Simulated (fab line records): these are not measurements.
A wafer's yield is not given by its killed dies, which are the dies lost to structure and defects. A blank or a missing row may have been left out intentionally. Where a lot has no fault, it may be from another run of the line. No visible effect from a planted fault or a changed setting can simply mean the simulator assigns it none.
A struck lot beside a sound one + flow n5 finfet + 38 steps out of a route of 1938
Sound: these wafers, L698.2, L698.3, L698.5. Struck: wafers L702.1, L702.2, L702.6. Last of all comes the cause.
At each step with rows: each side's tool, then ch and its chambers, then its first start. Under that, the readings that differ: sound wafers + struck wafers + difference of the means + sigmas: that difference in standard deviations of wafers without a fault.
alike: a reading whose means differ by less than 2 such deviations, as well as words and numbers matching on both sides. not compared: withheld readings; readings where some wafer has no value; bounds like >300 that might hide an equal value; numbers whose values overlap and for which the record gives no deviation.
A row with sigmas, a row that says differs or no value, or rows on one side alone: a step with any of these is where the two part. Numbers that have no deviation but don't overlap get no sigmas and don't part them. A reading missing from all wafers of one side parts the sides only when that side holds two or more wafers.

first, 11 steps without rows for these wafers: N5_BEOL_M0_SAQP_STRIP_108 (strips in N2/H2); N5_BEOL_M0_SAQP_RECESS_109 (chemistry HF/NH3, target SiO2, target depth 3 nm, afs cycles 1, sublimation time 60 s); N5_BEOL_M0_SAQP_SPACER2_ALD_26 (deposits SiO2, target thk 15 nm, pulse time 1 s, purge time 2 s); N5_BEOL_M0_SAQP_SPACER2_ETCHBACK_27 (etches SiO2 in CHF3/O2, target depth 22.5 nm, time 11.25 s); N5_BEOL_M0_SAQP_MANDREL2_REMOVE_110 (chemistry HBr/Cl2/O2, target a-Si, stops on SiCN, bt time 10 s); N5_BEOL_M0_SAQP_COAT_69 (time 60 s, resist thk 90 nm); N5_BEOL_M0_SAQP_COAT_72 (time 60 s, resist thk 15 nm); N5_BEOL_M0_SAQP_COAT_87 (time 60 s, resist thk 5 nm); N5_BEOL_M0_SAQP_COAT_34 (resist thk 30 nm); N5_BEOL_M0_SAQP_EBR_36; N5_BEOL_M0_SAQP_SOFTBAKE_35 (time 60 s).
N5_BEOL_M0_SAQP_EXPOSE_37: exposes mask M0 CUT1, target cd 30 nm.
  sound on euv scanner-02 ch 0, day 6 15:40; struck on euv scanner-02 ch 0, day 7 07:47
| reading                              | sound       | struck      | difference | sigmas |
|--------------------------------------|-------------|-------------|------------|--------|
| model.BEOL_M0_SAQP.overlay x nm (nm) | 0.2 0.2 0.2 | 8.8 8.8 8.8 | +8.6       |        |
  alike: mask
then, 2 steps without rows for these wafers: N5_BEOL_M0_SAQP_PEB_38 (peb time 60 s); N5_BEOL_M0_SAQP_DEVELOP_39 (develop time 30 s).
N5_BEOL_M0_SAQP_OVL_MEAS_41:
  sound on overlay-01 ch 0, day 6 15:49; struck on overlay-01 ch 0, day 7 07:58
| reading          | sound        | struck      | difference | sigmas |
|------------------|--------------|-------------|------------|--------|
| M0_CUT1_OVL (nm) | 0.2 -0.3 0.1 | 9.6 9.8 9.4 | +9.6       | +15    |
then, 21 steps without rows for these wafers: N5_BEOL_M0_SAQP_DESCUM_45 (chemistry O2, time 7 s); N5_BEOL_M0_SAQP_ETCH_88 (etches underlayer in N2/H2, target depth 6.5 nm, time 5.2 s); N5_BEOL_M0_SAQP_ETCH_73 (etches SiARC in CF4, target depth 19.5 nm, time 32.5 s); N5_BEOL_M0_SAQP_CUT_ETCH_46 (etches SOC in N2/H2, target depth 135 nm, overetch 27 nm, time 202.5 s); N5_BEOL_M0_SAQP_STRIP_74 (strips in N2/H2); N5_BEOL_M0_SAQP_STRIP_89 (strips in N2/H2); N5_BEOL_M0_SAQP_ALD_48 (deposits SiO2, target thk 20 nm, pulse time 1 s, co reactant pulse time 1 s); N5_BEOL_M0_SAQP_ETCH_49 (etches SiO2 in CF4/O2, target depth 37 nm); N5_BEOL_M0_SAQP_STRIP_75 (strips in CF4); N5_BEOL_M0_CUTY_COAT_50 (time 60 s, resist thk 15 nm); N5_BEOL_M0_CUTY_COAT_51 (resist thk 150 nm); N5_BEOL_M0_CUTY_EBR_52; N5_BEOL_M0_CUTY_SOFTBAKE_53 (time 60 s); N5_BEOL_M0_CUTY_EXPOSE_54 (exposes mask M0 ABLK); N5_BEOL_M0_CUTY_PEB_55 (peb time 60 s); N5_BEOL_M0_CUTY_DEVELOP_56 (develop time 30 s); N5_BEOL_M0_CUTY_DESCUM_61 (chemistry O2, time 7.9 s); N5_BEOL_M0_CUTY_ETCH_62 (etches SiARC in CF4, time 58.5 s); N5_BEOL_M0_CUTY_ETCH_63 (etches SOC in N2/H2, target depth 82.7 nm, overetch 16.5 nm, time 124 s); N5_BEOL_M0_CUTY_STRIP_64 (strips in N2/H2); N5_BEOL_M0_ETCH_138 (etches SiCN in CH3F/O2, target depth 12 nm, time 31.6 s).
-- record jumps: 2 days separate the struck wafers' starts on either side; left off in module BEOL_M0, taken up again in module BEOL_M4, whose first shown step is the route's number 1111 --
N5_BEOL_M4_RC_MEAS_101:
  sound on prober-01 ch 0, day 8 18:52; struck on prober-02 ch 0, day 9 12:50
  alike: DIBL_N, DIBL_P, IOFF_N, IOFF_P, ION_N, ION_P, SS_N, SS_P, VT_N, VT_P
-- a jump in the record: the struck wafers' starts before and after are 4 days apart (it breaks off in module BEOL_M4 and resumes in module PASSIVATION, where the first step shown is number 1936 of the route) --
N5_PASSIVATION_PROBE_49:
  sound on prober-01 at day 12 22:07; struck on prober-01 at day 13 22:53
| reading                  | sound          | struck         | difference | sigmas |
|--------------------------|----------------|----------------|------------|--------|
| defect limited yield (%) | 88.7 90.9 90.3 | 0.5 1.4 3.9    | -88.0      | -63    |
| killed_at_M0_to_M3       | 74 27 40       | 1109 1092 1057 | +1039      | +87    |
| killed dies              | 133 107 115    | 1174 1164 1134 | +1039      | +61    |
| killed on rim            | 22 14 13       | 152 151 149    | +134       | +31    |
| sort_bin_5_function (%)  | 5.8 5.3 4.5    | 51.2 53.1 47.5 | +45.4      | +48    |
| sort_bin_6_memory (%)    | 5.2 3.5 5.0    | 3.2 3.8 2.5    | -1.4       | -2     |
| sort n pass              | 1047 1073 1065 | 6 16 46        | -1039      | -61    |
| sort yield pct (%)       | 88.7 90.9 90.3 | 0.5 1.4 3.9    | -88.0      | -59    |
  alike: killed_at_M4_up, killed at contacts, killed at front end, killed at other, killed open, killed short

== WHERE THEY PART ==
Last at N5_PASSIVATION_PROBE_49 as far as this record goes, first at N5_BEOL_M0_SAQP_OVL_MEAS_41.

WHY: what the simulator had put in
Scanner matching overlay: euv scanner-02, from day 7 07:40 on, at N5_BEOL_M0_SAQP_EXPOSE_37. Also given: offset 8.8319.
